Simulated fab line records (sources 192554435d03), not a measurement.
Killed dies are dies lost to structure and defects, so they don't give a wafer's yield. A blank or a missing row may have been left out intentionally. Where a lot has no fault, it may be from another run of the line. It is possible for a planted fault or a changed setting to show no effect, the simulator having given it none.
A single fault, viewed from 3 desks ; flow n5 finfet ; numbers are kept per desk, each desk with only its own; the story behind them comes last

FOR THE TOOL OWNER'S DESK: arfi scanner-01
The tool's own readings at N5_SD_EPI_P_EXPOSE_06 (exposes mask SD P BLK, target cd 240 nm): means of the sampled wafers that have a number, for each lot that ran on this tool. A lot is out of limits, marked OUT, if its mean lies more than 4 standard deviations from the usual mean; the brackets give that distance.
Columns: A = exposure dose mJ cm2 at N5_SD_EPI_P_EXPOSE_06, usual 39.8; B = focus offset nm at N5_SD_EPI_P_EXPOSE_06, usual 0.0 nm
lot;first seen here;A;B
L443;day 5 17:05;40.5;-0.3
L447;day 6 13:23;41.5;-0.4
Finding of this desk: none of the 2 lots has anything out of limits.

FROM THE METROLOGY DESK
Lot by lot, what the gauges showed, no matter which tool ran the lot: averages of those sampled wafers that carry a number. A lot is out of limits, marked OUT, if its mean lies more than 4 standard deviations from the usual mean; the brackets give that distance. 7 of its 13 readings are shown, namely those furthest out on some lot.
Columns: A = thk nm at N5_SD_EPI_N_EPI_MEAS_23, usual 59.4 nm; B = cd nm at N5_SD_EPI_P_CD_MEAS_09, usual 239.7 nm; C = SD_P_BLK_OVL at N5_SD_EPI_P_OVL_MEAS_10, usual -0.2 nm; D = DIBL_N at N5_BEOL_M4_RC_MEAS_101, usual 36.1 mV/V; E = DIBL_P at N5_BEOL_M4_RC_MEAS_101, usual 36.6 mV/V; F = SS_N at N5_BEOL_M4_RC_MEAS_101, usual 71.4 mV/dec; G = VT_P at N5_BEOL_M4_RC_MEAS_101, usual -250 mV
lot;first seen here;A;B;C;D;E;F;G
L434;day 3 03:40;58.6;240.0;-0.5;36.6;36.2;71.8;-253
L443;day 5 16:16;58.6;239.9;0.7;39.1;38.8;72.1;-251
L447;day 6 12:40;61.0;241.6;0.4;36.2;36.9;71.5;-253
L456;day 8 20:57;60.3;238.6;-1.3;37.2;35.7;71.7;-247
L457;day 9 04:04;58.2;238.6;-0.3;35.5;36.0;71.7;-248
Finding of this desk: none of the 5 lots has anything out of limits.

THE DEFECT DESK
Per lot, the means of the sampled wafers with a number show what the inspections along the route counted. A lot is out of limits, marked OUT, if its mean lies more than 4 standard deviations from the usual mean; the brackets give that distance.
Columns: A = raw defect count at N5_SD_EPI_N_INSPECT_26, usual 219; B = raw defect count at N5_SD_EPI_P_INSPECT_11, usual 2.1
lot;first seen here;A;B
L434;day 3 04:13;180;3.3
L443;day 5 16:49;228;3.0
L447;day 6 13:14;186;2.7
L456;day 8 21:44;187;1.3
L457;day 9 04:40;200;3.0
Finding of this desk: none of the 5 lots has anything out of limits.

ALL TOGETHER
The desk of the tool owner found nothing out of limits.
At the metrology desk, nothing out of limits was observed.
The defect desk saw nothing out of limits.

WHAT THE SIMULATOR HAD PUT IN
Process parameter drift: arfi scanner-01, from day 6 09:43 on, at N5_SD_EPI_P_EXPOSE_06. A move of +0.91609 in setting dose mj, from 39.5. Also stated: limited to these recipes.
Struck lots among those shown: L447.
